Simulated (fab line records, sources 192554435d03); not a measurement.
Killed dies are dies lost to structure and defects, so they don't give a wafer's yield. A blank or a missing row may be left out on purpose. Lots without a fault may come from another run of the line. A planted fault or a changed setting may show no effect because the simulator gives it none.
fab line records | flow n5_finfet
record lots=7 wafers=21
route steps=1938 shown BEOL_M6@1224 BEOL_M7@1280 BEOL_M9@1405
start_h: hours from the record's first day to the start of the lot's first wafer shown | wait_h: hours since the lot's step before | " the same as in the row above | L1.1+2: a row that stands for several wafers | - no value, or no start given | * or withheld: withheld | < > ~ a bound
route shown NAME@n: a module of which the file shows steps, and the number in the route of the first | usual: mean/standard deviation of fault-free wafers | same: alike in all rows | chamber/n: place in a boat | sites: the reading at each site | _std_site: their standard deviation | _edge_site: outer sites' mean less inner sites' | radius_mm: how far each site lies from the wafer's centre | mask NAME#n: copy n | behind: the tool/chamber that last shaped the wafer | hold: why the lot was held/for how many hours/how that ended | device: the transistor (n, p or np) that didn't switch | end of line: the same wafers' tests at the end of the route | a step without rows: its recipe alone | killed: dies lost to structure and defects at the first sort, not the wafer's yield | map: a wafer's dies, x killed, . not, _ none there
set.NAME: the setting as run; set.NAME@STEP: as run at that earlier step | model.NAME: the simulator's own value behind a step, which no gauge read
lots whose settings were changed on purpose; a table a step, a row a wafer
## steps
# step N5_BEOL_M6_EXPOSE_25
# recipe mask_id=V5 na=0.33 source_shape=annular sigma_inner=0.4 sigma_outer=0.8 polarization=unpolarized target_cd_nm=40 dose_mj=45
# columns lot.wafer tool chamber start_h wait_h mask set.dose_mj
L076.1+4 euv_scanner-01 0 191.11 - V5#0 45
L076.6 " 0 " " V5#0 43.83
L079.1 euv_scanner-02 0 209.75 - V5#0 45
L079.3+6 " 0 " " V5#0 47.06
L080.1+3+4 euv_scanner-01 0 218.52 - V5#0 45
L082.2+5 euv_scanner-02 0 225.66 - V5#0 46.89
L082.3 " 0 " " V5#0 45
L086.2+3+5 euv_scanner-01 0 250.88 - V5#0 45
L089.2+6 euv_scanner-01 0 268.97 - V5#0 47.35
L089.4 " 0 " " V5#0 45
L090.1+6 euv_scanner-02 0 279.60 - V5#0 45
L090.5 " 0 " " V5#0 47.09
# step N5_BEOL_M6_PEB_26
# recipe peb_temp_c=100 peb_time_s=60 resist=CAR-EUV
# step N5_BEOL_M6_DEVELOP_27
# recipe develop_time_s=30 developer=TMAH resist=CAR-EUV rinse_liquid=surfactant_rinse dry=air_spin dev_temp_c=23
# step N5_BEOL_M6_CD_MEAS_28
# recipe target_cd_nm=40 landing_energy_ev=500 detector=se_inlens
# usual cd_nm=39.97/0.23
# columns lot.wafer tool chamber start_h wait_h set.dose_mj@BEOL_M6_EXPOSE_25 cd_nm
L076.1 cd_sem-01 0 191.25 - 45 40.05
L076.4 " 0 " " 45 39.90
L076.6 " 0 " " 43.83 39.23
L079.1 cd_sem-02 0 209.89 - 45 39.85
L079.3 " 0 " " 47.06 41.03
L079.6 " 0 " " 47.06 41.30
L080.1 cd_sem-01 0 218.66 - 45 40.04
L080.3 " 0 " " 45 39.38
L080.4 " 0 " " 45 39.91
L082.2 cd_sem-02 0 225.79 - 46.89 40.58
L082.3 " 0 " " 45 39.92
L082.5 " 0 " " 46.89 40.78
L086.2 cd_sem-01 0 251.01 - 45 40.16
L086.3 " 0 " " 45 39.91
L086.5 " 0 " " 45 39.98
L089.2 cd_sem-01 0 269.10 - 47.35 41.07
L089.4 " 0 " " 45 40.04
L089.6 " 0 " " 47.35 41.04
L090.1 cd_sem-01 0 279.73 - 45 40.29
L090.5 " 0 " " 47.09 40.90
L090.6 " 0 " " 45 40.32
# step N5_BEOL_M6_DESCUM_33
# recipe chemistry=O2 time_s=7 source_power_w=50 bias_power_w=20 pressure_mtorr=20 rf_frequency_hz=2.712e+07 temp_c=40 resist=CAR-EUV o2_flow_sccm=225
# columns lot.wafer tool chamber start_h wait_h set.dose_mj@BEOL_M6_EXPOSE_25 model.BEOL_M6.cd_nm
L076.1+4 rie_diel-03 2 191.88 0.5 45 40
L076.6 " 0 " " 43.83 39
L079.1 rie_diel-03 0 210.01 0.0 45 39.8
L079.3 " 2 " " 47.06 41
L079.6 " 2 " " 47.06 40.8
L080.1+4 rie_diel-01 3,1 219.13 0.4 45 40.2
L080.3 " 0 " " 45 39.8
L082.2 rie_diel-03 3 226.17 0.3 46.89 40.8
L082.3 " 2 " " 45 40
L082.5 " 2 " " 46.89 40.6
L086.2 rie_diel-01 3 251.33 0.2 45 40.2
L086.3 " 0 " " 45 39.6
L086.5 " 3 " " 45 40
L089.2+6 rie_diel-04 2,1 269.22 0.0 47.35 41.4
L089.4 " 1 " " 45 40.2
L090.1+6 rie_diel-01 1,3 279.86 0.0 45 40.2
L090.5 " 2 " " 47.09 41.4
# step N5_BEOL_M6_ETCH_72
# recipe chemistry=N2/H2 target=underlayer target_depth_a=65 mask_material=CAR-EUV time_s=5.2 ion_energy_ev=200 pressure_mtorr=30 source_w=840 bias_w=150 n2_flow_sccm=200 h2_flow_sccm=200 ends=cleared
# columns lot.wafer tool chamber start_h wait_h set.dose_mj@BEOL_M6_EXPOSE_25 model.BEOL_M6.cd_nm
L076.1+4 rie_diel-03 2 191.92 0.0 45 40
L076.6 " 0 " " 43.83 39
L079.1 rie_diel-03 0 210.04 0.0 45 39.8
L079.3 " 2 " " 47.06 41
L079.6 " 2 " " 47.06 40.8
L080.1+4 rie_diel-01 3,1 219.17 0.0 45 40.2
L080.3 " 0 " " 45 39.8
L082.2+5 rie_diel-03 3,2 226.20 0.0 46.89 40.6
L082.3 " 2 " " 45 40
L086.2+5 rie_diel-01 3 251.36 0.0 45 40
L086.3 " 0 " " 45 39.6
L089.2 rie_diel-04 2 269.26 0.0 47.35 41.2
L089.4 " 1 " " 45 40.4
L089.6 " 1 " " 47.35 41.6
L090.1 rie_diel-01 1 279.89 0.0 45 40.4
L090.5 " 2 " " 47.09 41.4
L090.6 " 3 " " 45 40
# step N5_BEOL_M7_ETCH_61
# recipe chemistry=CF4 target=SiARC target_depth_a=455 mask_material=CAR-ArF time_s=75.8 ion_energy_ev=80 pressure_mtorr=40 source_w=545 bias_w=36 Ar_flow_sccm=100 cf4_flow_sccm=100 ends=cleared
# usual rf_vpp_V=184.2/1.1
# columns lot.wafer tool chamber start_h wait_h set.source_w rf_vpp_V
L076.1 rie_diel-05 1 197.33 0.0 545 183.4
L076.4 " 3 " " 545 184.7
L076.6 " 3 " " 545 185.1
L079.1 rie_diel-06 1 215.77 0.0 590.7 177.8
L079.3 " 2 " " 545 185.1
L079.6 " 2 " " 590.7 180.8
L080.1 rie_diel-02 3 223.99 0.0 596.6 180.1
L080.3 " 1 " " 545 184.7
L080.4 " 0 " " 545 183.8
L082.2 rie_diel-05 3 231.60 0.0 545 184.8
L082.3 " 1 " " 500.5 190.4
L082.5 " 1 " " 545 184.7
L086.2 rie_diel-06 2 257.52 0.0 545 184.9
L086.3 " 3 " " 545 183.1
L086.5 " 2 " " 545 185.6
L089.2 rie_diel-05 0 274.55 0.0 613 176.8
L089.4 " 1 " " 545 184.3
L089.6 " 2 " " 545 185.6
L090.1 rie_diel-02 3 285.14 0.0 545 184.8
L090.5 " 0 " " 630.4 175.7
L090.6 " 1 " " 545 183.0
# step N5_BEOL_M7_COAT_71
# recipe resist=underlayer temp_c=205 time_s=60 spin_rpm=1500 resist_thk_nm=5
# columns lot.wafer tool chamber start_h wait_h set.spin_rpm
L076.1+4+6 litho_track-01 0 - - 1500
L079.1+3 litho_track-01 0 - - 1603
L079.6 " 0 " " 1500
L080.1+3+4 litho_track-04 0 - - 1500
L082.2+3 litho_track-01 0 - - 1400
L082.5 " 0 " " 1500
L086.2+3+5 litho_track-02 0 - - 1500
L089.2 litho_track-02 0 - - 1660
L089.4+6 " 0 " " 1500
L090.1+5+6 litho_track-01 0 - - 1500
# step N5_BEOL_M7_COAT_22
# recipe resist=CAR-EUV spin_rpm=1500 resist_thk_nm=30
# step N5_BEOL_M7_EBR_24
# recipe solvent=PGMEA ebr_width_mm=1.5
# step N5_BEOL_M7_DESCUM_33
# recipe chemistry=O2 time_s=7 source_power_w=50 bias_power_w=20 pressure_mtorr=20 rf_frequency_hz=2.712e+07 temp_c=40 resist=CAR-EUV o2_flow_sccm=225
# step N5_BEOL_M7_ETCH_72
# recipe chemistry=N2/H2 target=underlayer target_depth_a=65 mask_material=CAR-EUV time_s=5.2 ion_energy_ev=200 pressure_mtorr=30 source_w=840 bias_w=150 n2_flow_sccm=200 h2_flow_sccm=200 ends=cleared
# columns lot.wafer tool chamber start_h wait_h set.spin_rpm@BEOL_M7_COAT_71 model.etch.depth_nm
L076.1 rie_diel-02 2 199.55 0.0 1500 4.987
L076.4 " 1 " " 1500 5.003
L076.6 " 0 " " 1500 5
L079.1 rie_diel-06 0 218.75 0.0 1603 4.83
L079.3 " 3 " " 1603 4.831
L079.6 " 2 " " 1500 5.004
L080.1 rie_diel-06 3 226.52 0.0 1500 5.028
L080.3 " 1 " " 1500 5.021
L080.4 " 2 " " 1500 5.035
L082.2 rie_diel-06 1 233.80 0.0 1400 5.172
L082.3 " 3 " " 1400 5.194
L082.5 " 2 " " 1500 5.007
L086.2 rie_diel-05 2 259.62 0.0 1500 5
L086.3 " 0 " " 1500 5.008
L086.5 " 2 " " 1500 4.997
L089.2 rie_diel-06 2 277.82 0.0 1660 4.781
L089.4 " 1 " " 1500 5.031
L089.6 " 2 " " 1500 5.033
L090.1 rie_diel-02 3 287.38 0.0 1500 4.989
L090.5 " 1 " " 1500 4.986
L090.6 " 0 " " 1500 4.972
# step N5_BEOL_M9_HM_DEP_02
# recipe material=TiN target_thk_a=200 temp_c=25 chamber_pressure_pa=0.49996
# columns lot.wafer tool chamber start_h wait_h set.target_thk_a model.TiN_of_BEOL_M9_HM_DEP_02.thk_nm
L076.1 pvd_sputter-03 - 210.54 0.0 200 20
L076.4+6 " - " " 193.1 19.2
L079.1+6 pvd_sputter-02 - 234.20 2.1 224.6 22.4
L079.3 " - " " 200 20.2
L080.1+4 pvd_sputter-03 - 240.92 2.1 207.3 20.4
L080.3 " - " " 200 19.4
L082.2 pvd_sputter-03 - 247.30 1.3 200 19.6
L082.3+5 " - " " 207 20.4
L086.2+5 pvd_sputter-02 - 271.05 0.1 200 20.2
L086.3 " - " " 200 20.4
L089.2+4 pvd_sputter-02 - 289.62 0.1 176 17.6
L089.6 " - " " 200 20
L090.1+5 pvd_sputter-01 - 304.05 2.0 222.5 22.2
L090.6 " - " " 200 19.4
# step N5_BEOL_M9_EXPOSE_08
# recipe mask_id=M9 na=1.35 source_shape=dipole sigma_inner=0.411 sigma_outer=0.611 polarization=te dose_mj=53.75
# columns lot.wafer tool chamber start_h wait_h mask set.dose_mj
L076.1 arfi_scanner-02 0 210.91 - M9#0 55.39
L076.4+6 " 0 " " M9#0 53.75
L079.1+3+6 arfi_scanner-03 0 234.57 - M9#0 50.12
L080.1+4 arfi_scanner-02 0 241.29 - M9#0 53.75
L080.3 " 0 " " M9#0 50.68
L082.2+3+5 arfi_scanner-03 0 247.55 - M9#0 53.75
L086.2+3+5 arfi_scanner-03 0 271.30 - M9#0 53.75
L089.2+6 arfi_scanner-01 0 290.00 - M9#0 49.86
L089.4 " 0 " " M9#0 53.75
L090.1+6 arfi_scanner-03 0 304.42 - M9#0 52.18
L090.5 " 0 " " M9#0 53.75
# step N5_BEOL_M9_PEB_09
# recipe peb_temp_c=withheld peb_time_s=60 resist=CAR-ArF
# step N5_BEOL_M9_DEVELOP_10
# recipe develop_time_s=30 developer=TMAH resist=CAR-ArF rinse_liquid=diw dry=air_spin dev_temp_c=23
# step N5_BEOL_M9_CD_MEAS_11
# recipe target_cd_nm=64.1 landing_energy_ev=500 detector=se_inlens polarity=opening
# usual cd_nm=64.4/0.68
# columns lot.wafer tool chamber start_h wait_h set.dose_mj@BEOL_M9_EXPOSE_08 cd_nm
L076.1 cd_sem-03 0 211.04 - 55.39 66.5
L076.4 " 0 " " 53.75 64.8
L076.6 " 0 " " 53.75 65.5
L079.1 cd_sem-01 0 234.70 - 50.12 60.1
L079.3 " 0 " " 50.12 59.6
L079.6 " 0 " " 50.12 61.8
L080.1 cd_sem-02 0 241.41 - 53.75 64.0
L080.3 " 0 " " 50.68 61.3
L080.4 " 0 " " 53.75 64.7
L082.2 cd_sem-01 0 247.67 - 53.75 64.1
L082.3 " 0 " " 53.75 64.6
L082.5 " 0 " " 53.75 63.4
L086.2 cd_sem-02 0 271.43 - 53.75 65.8
L086.3 " 0 " " 53.75 65.0
L086.5 " 0 " " 53.75 65.8
L089.2 cd_sem-03 0 290.12 - 49.86 60.9
L089.4 " 0 " " 53.75 64.2
L089.6 " 0 " " 49.86 60.6
L090.1 cd_sem-01 0 304.54 - 52.18 63.6
L090.5 " 0 " " 53.75 64.9
L090.6 " 0 " " 52.18 61.7
# step N5_BEOL_M9_STRIP_68
# recipe chemistry=N2/H2 temp_c=40 n2_flow_sccm=200 h2_flow_sccm=200 rf_frequency_hz=6e+07
# step N5_BEOL_M9_STRIP_67
# recipe chemistry=CF4 resist=SiARC power_w=300 bias_power_w=75 pressure_mtorr=50 cf4_flow_sccm=150 rf_frequency_hz=6e+07
# step N5_BEOL_M9_HM_OPEN_17
# recipe chemistry=Cl2/BCl3 target_depth_a=200 overetch_a=60 target=TiN mask_material=SOC ion_energy_ev=150 pressure_mtorr=10 icp_w=1000 bias_w=126 Cl2_flow_sccm=53.25 bcl3_flow_sccm=21.75 Ar_flow_sccm=25
# columns lot.wafer tool chamber start_h wait_h set.target_thk_a@BEOL_M9_HM_DEP_02 model.etch.depth_nm
L076.1 rie_metal-01 1 211.57 0.0 200 19.92
L076.4 " 0 " " 193.1 19.19
L076.6 " 1 " " 193.1 19.18
L079.1 rie_metal-01 0 235.60 0.0 224.6 22.5
L079.3 " 0 " " 200 20.21
L079.6 " 1 " " 224.6 22.47
L080.1 rie_metal-03 1 241.77 0.0 207.3 20.36
L080.3 " 0 " " 200 19.5
L080.4 " 1 " " 207.3 20.32
L082.2 rie_metal-02 0 248.19 0.0 200 19.6
L082.3 " 0 " " 207 20.4
L082.5 " 1 " " 207 20.46
L086.2 rie_metal-02 0 271.78 0.0 200 20.3
L086.3 " 0 " " 200 20.31
L086.5 " 0 " " 200 20.12
L089.2 rie_metal-01 0 290.48 0.0 176 17.7
L089.4 " 1 " " 176 17.54
L089.6 " 0 " " 200 19.95
L090.1 rie_metal-03 1 305.12 0.0 222.5 22.17
L090.5 " 0 " " 222.5 22.16
L090.6 " 1 " " 200 19.46
# step N5_BEOL_M9_TRENCH_ETCH_37
# recipe chemistry=C4F6/O2 target_depth_a=1514.3 target=SiCOH_lowk time_s=49 ion_energy_ev=250 pressure_mtorr=30 source_w=345 bias_w=185 Ar_flow_sccm=300 C4F6_flow_sccm=10 O2_flow_sccm=10
# columns lot.wafer tool chamber start_h wait_h set.time_s set.target_thk_a@BEOL_M9_HM_DEP_02 model.BEOL_M9.feature_depth_nm model.etch.depth_nm model.TiN_of_BEOL_M9_HM_DEP_02.thk_nm
L076.1 rie_diel-06 1 - - 49 200 148.2 148.2 15.8
L076.4 " 3 " " 49 193.1 150.8 150.9 15
L076.6 " 0 " " 49 193.1 150 149.9 15
L079.1 rie_diel-02 3 - - 52.71 224.6 160.4 160.4 18.2
L079.3 " 1 " " 52.71 200 162.6 162.6 15.8
L079.6 " 2 " " 49 224.6 146.2 146.2 18.4
L080.1 rie_diel-02 2 - - 49 207.3 145.8 145.8 16.4
L080.3 " 3 " " 49 200 149.6 149.6 15.4
L080.4 " 1 " " 44.4 207.3 134.8 134.9 16.6
L082.2 rie_diel-02 3 - - 49 200 150.4 150.3 15.4
L082.3 " 0 " " 49 207 150 150 16.2
L082.5 " 1 " " 42.36 207 130.6 130.7 16.8
L086.2 rie_diel-02 1 - - 49 200 150.6 150.7 16.2
L086.3 " 0 " " 49 200 150.4 150.3 16
L086.5 " 2 " " 49 200 146.4 146.4 16.2
L089.2 rie_diel-02 1 - - 42.12 176 130.8 130.8 14.2
L089.4 " 0 " " 42.12 176 129 129.1 14
L089.6 " 3 " " 49 200 148.4 148.5 15.8
L090.1 rie_diel-06 2 - - 56.53 222.5 179.8 179.8 17.2
L090.5 " 0 " " 49 222.5 150.4 150.4 18
L090.6 " 3 " " 49 200 150.4 150.3 15.4
# step N5_BEOL_M9_ETCH_41
# recipe chemistry=CH3F/O2 target=SiCN target_depth_a=366 taper_deg=2 time_s=70.1 ion_energy_ev=120 mask_material=TiN pressure_mtorr=30 source_w=395 bias_w=75 Ar_flow_sccm=150 CH3F_flow_sccm=30 O2_flow_sccm=20
# step N5_BEOL_M9_STRIP_80
# recipe chemistry=N2/H2 time_s=10 power_w=450 temp_c=40 pressure_mtorr=20 rf_frequency_hz=6e+07 bias_power_w=7 n2_flow_sccm=200 h2_flow_sccm=200
# step N5_BEOL_M9_OCD_MEAS_38
# usual trench_depth_nm=150/3.2
# columns lot.wafer tool chamber start_h wait_h set.time_s@BEOL_M9_TRENCH_ETCH_37 trench_depth_nm
L076.1 ocd-01 - 214.75 - 49 148
L076.4 " - " " 49 151
L076.6 " - " " 49 150
L079.1 ocd-01 - 237.36 - 52.71 160
L079.3 " - " " 52.71 162
L079.6 " - " " 49 146
L080.1 ocd-02 - 242.98 - 49 146
L080.3 " - " " 49 150
L080.4 " - " " 44.4 135
L082.2 ocd-02 - 249.26 - 49 151
L082.3 " - " " 49 150
L082.5 " - " " 42.36 131
L086.2 ocd-02 - 273.63 - 49 150
L086.3 " - " " 49 151
L086.5 " - " " 49 146
L089.2 ocd-02 - 291.72 - 42.12 131
L089.4 " - " " 42.12 130
L089.6 " - " " 49 148
L090.1 ocd-02 - 306.41 - 56.53 180
L090.5 " - " " 49 150
L090.6 " - " " 49 150
# step N5_BEOL_M9_HM_STRIP_39
# recipe chemistry=peroxide_tin_strip material=TiN target_depth_a=250 temp_c=50 time_s=158
# step N5_BEOL_M9_SRD_40
# recipe time_s=30 temp_c=23 rinse_liquid=diw dry=ipa_marangoni
# step N5_BEOL_M9_ECD_50
# recipe material=Cu target_thk_a=3180
# step N5_BEOL_M9_ANNEAL_51
# recipe temp_c=225 time_s=90 ambient=N2
# step N5_BEOL_M9_CMP_52
# recipe stop_on=SiCOH_lowk t_overpolish_s=7 down_force_psi=1 platen_rpm=50 clearing_platen_down_force_psi=1.5 clearing_platen_rpm=50 post_cmp_clean=cu_alkaline target_thk_nm=140 clearing_platen_pad_velocity_m_s=0.99484 pad_velocity_m_s=0.99484
# columns lot.wafer tool chamber start_h wait_h set.time_s@BEOL_M9_TRENCH_ETCH_37 model.Cu_of_BEOL_M9_ECD_50.thk_nm
L076.4 cmp-01 2 216.98 0.2 49 137.6
L076.1 " 3 " " 49 133.4
L076.6 " 2 " " 49 137.8
L079.1 cmp-01 0 241.40 0.3 52.71 149.2
L079.3 " 2 " " 52.71 152.2
L079.6 " 1 " " 49 134.4
L080.1 cmp-01 3 245.01 0.3 49 133.2
L080.4 " 0 " " 44.4 124.6
L080.3 " 1 " " 49 138.2
L082.2 cmp-04 0 251.99 0.3 49 140
L082.3 " 2 " " 49 139.4
L082.5 " 0 " " 42.36 119.2
L086.3+2 cmp-01 1,2 276.06 0.2 49 138.2
L086.5 " 3 " " 49 131.6
L089.4 cmp-04 2 294.06 0.2 42.12 118
L089.2 " 0 " " 42.12 120.2
L089.6 " 2 " " 49 137.4
L090.1 cmp-04 3 308.70 0.4 56.53 170.2
L090.6 " 0 " " 49 138.8
L090.5 " 1 " " 49 139.2
# step N5_BEOL_M9_THK_MEAS_53
# recipe thk_meas_gauge=xrf reads=Cu_of_BEOL_M9_ECD_50
# usual M9_THK=139/3.6
# columns lot.wafer tool chamber start_h wait_h set.time_s@BEOL_M9_TRENCH_ETCH_37 M9_THK[nm]
L076.1 film_metro-02 - 217.24 - 49 134
L076.4 " - " " 49 138
L076.6 " - " " 49 138
L079.1 film_metro-01 - 241.69 - 52.71 150
L079.3 " - " " 52.71 153
L079.6 " - " " 49 135
L080.1 film_metro-01 - 245.27 - 49 133
L080.3 " - " " 49 139
L080.4 " - " " 44.4 125
L082.2 film_metro-01 - 252.24 - 49 142
L082.3 " - " " 49 141
L082.5 " - " " 42.36 121
L086.2 film_metro-02 - 276.30 - 49 140
L086.3 " - " " 49 139
L086.5 " - " " 49 133
L089.2 film_metro-02 - 294.31 - 42.12 120
L089.4 " - " " 42.12 118
L089.6 " - " " 49 138
L090.1 film_metro-01 - 308.88 - 56.53 172
L090.5 " - " " 49 141
L090.6 " - " " 49 140
# step N5_BEOL_M9_PRE_CLEAN_55
# recipe gas=NH3 time_s=15 temp_c=withheld rf_power_w=300
# step N5_BEOL_M9_DEP_56
# recipe material=SiCN target_thk_a=150 temp_c=withheld precursor=3MS/NH3 pressure_torr=3 rf_w=202 time_s=26.5
# step N5_BEOL_M9_RS_MEAS_57
# recipe thk_meas_gauge=four-point-probe reads=Cu_of_BEOL_M9_ECD_50+Co_of_BEOL_M9_CVD_78+TaN_of_BEOL_M9_ALD_74
# usual M9_RS=0.153/0.0042
# columns lot.wafer tool chamber start_h wait_h set.time_s@BEOL_M9_TRENCH_ETCH_37 M9_RS[ohm/sq]
L076.1 film_metro-02 - 217.37 0.1 49 0.159
L076.4 " - " " 49 0.153
L076.6 " - " " 49 0.153
L079.1 film_metro-01 - 241.86 0.1 52.71 0.141
L079.3 " - " " 52.71 0.137
L079.6 " - " " 49 0.158
L080.1 film_metro-01 - 245.40 0.1 49 0.159
L080.3 " - " " 49 0.153
L080.4 " - " " 44.4 0.171
L082.2 film_metro-02 - 252.38 0.1 49 0.151
L082.3 " - " " 49 0.151
L082.5 " - " " 42.36 0.180
L086.2 film_metro-02 - 276.44 0.1 49 0.153
L086.3 " - " " 49 0.153
L086.5 " - " " 49 0.161
L089.2 film_metro-01 - 294.45 0.1 42.12 0.179
L089.4 " - " " 42.12 0.182
L089.6 " - " " 49 0.154
L090.1 film_metro-02 - 309.02 0.1 56.53 0.122
L090.5 " - " " 49 0.151
L090.6 " - " " 49 0.152
## key
split step=N5_BEOL_M6_EXPOSE_25 setting=dose_mj stated=45 by=wafer
response step=N5_BEOL_M6_CD_MEAS_28 reading=cd_nm change=+0.204 per=1% r=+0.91
response step=N5_BEOL_M6_DESCUM_33 reading=model.BEOL_M6.cd_nm change=+0.238 per=1% r=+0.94
response step=N5_BEOL_M6_ETCH_72 reading=model.BEOL_M6.cd_nm change=+0.222 per=1% r=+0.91
split step=N5_BEOL_M7_ETCH_61 setting=source_w stated=545 by=wafer
response step=N5_BEOL_M7_ETCH_61 reading=rf_vpp_V change=-0.581 per=1% r=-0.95
split step=N5_BEOL_M7_COAT_71 setting=spin_rpm stated=1500 by=wafer
response step=N5_BEOL_M7_ETCH_72 reading=model.etch.depth_nm change=-0.0245 per=1% r=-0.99
split step=N5_BEOL_M9_HM_DEP_02 setting=target_thk_a stated=200 by=wafer
response step=N5_BEOL_M9_HM_DEP_02 reading=model.TiN_of_BEOL_M9_HM_DEP_02.thk_nm change=+0.21 per=1% r=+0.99
response step=N5_BEOL_M9_HM_OPEN_17 reading=model.etch.depth_nm change=+0.207 per=1% r=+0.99
response step=N5_BEOL_M9_TRENCH_ETCH_37 reading=model.TiN_of_BEOL_M9_HM_DEP_02.thk_nm change=+0.188 per=1% r=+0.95
split step=N5_BEOL_M9_EXPOSE_08 setting=dose_mj stated=53.75 by=wafer
response step=N5_BEOL_M9_CD_MEAS_11 reading=cd_nm change=+0.52 per=1% r=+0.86
split step=N5_BEOL_M9_TRENCH_ETCH_37 setting=time_s stated=49 by=wafer
response step=N5_BEOL_M9_TRENCH_ETCH_37 reading=model.BEOL_M9.feature_depth_nm change=+1.59 per=1% r=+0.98
response step=N5_BEOL_M9_TRENCH_ETCH_37 reading=model.etch.depth_nm change=+1.59 per=1% r=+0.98
response step=N5_BEOL_M9_OCD_MEAS_38 reading=trench_depth_nm change=+1.59 per=1% r=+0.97
response step=N5_BEOL_M9_CMP_52 reading=model.Cu_of_BEOL_M9_ECD_50.thk_nm change=+1.63 per=1% r=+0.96
response step=N5_BEOL_M9_THK_MEAS_53 reading=M9_THK change=+1.64 per=1% r=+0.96
response step=N5_BEOL_M9_RS_MEAS_57 reading=M9_RS change=-0.00199 per=1% r=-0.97
